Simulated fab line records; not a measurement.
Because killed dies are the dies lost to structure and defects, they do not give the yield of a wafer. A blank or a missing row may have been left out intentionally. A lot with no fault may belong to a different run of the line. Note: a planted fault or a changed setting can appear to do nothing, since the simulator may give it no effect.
Matching of chambers -- flow n5Finfet -- N5_GATE_CUT_ETCH_37 on rieDiel-04: 4 sister chambers
The step etches SOC in N2/H2, target depth 60 nm, overetch 12 nm, time 90 s. 4 wafers are shown with their chamber, then 12 later ones without.

## WAFERS, EACH WITH ITS CHAMBER
wafer,chamber,throttleValvePct (%)
L085.2,2,17.30
L088.2,1,17.95
L088.4,3,18.10
L088.5,0,18.02

## WAFERS MISSING THEIR CHAMBER
wafer,throttleValvePct (%)
L089.2,18.04
L089.3,17.33
L089.5,17.95
L091.1,18.05
L091.2,17.33
L091.3,17.96
L093.2,18.04
L093.3,17.32
L093.4,17.33
L095.2,17.69
L095.3,17.97
L095.4,17.35

## WHICH CHAMBER EACH WENT THROUGH
wafer,from the rows above,in truth
L089.2,can't be placed: 0 or 3 or 1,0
L089.3,2,2
L089.5,can't be placed: 1 or 0 or 3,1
L091.1,can't be placed: 0 or 3 or 1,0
L091.2,2,2
L091.3,can't be placed: 1 or 0 or 3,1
L093.2,can't be placed: 0 or 3 or 1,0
L093.3,2,2
L093.4,2,2
L095.2,can't be placed: 1 or 0 or 2 or 3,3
L095.3,can't be placed: 1 or 0 or 3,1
L095.4,2,2
Placed correctly: 5 of 12. From these rows, 7 cannot be placed; in 7 the true chamber is one of the candidates. Number placed wrongly: 0.
How it was worked out, from the rows above alone: a wafer's distance from a chamber is the root of the sum, over the readings, of the square of ((its reading less the chamber's mean) divided by the reading's scatter). If the next closest chamber is less than 2 further off than the closest, the wafer can't be placed; otherwise it belongs to the closest. The mean given for a chamber averages the wafers shown for that chamber. The scatter: root of mean squared gap, hidden wafer to nearest shown wafer, with one shown wafer a chamber.
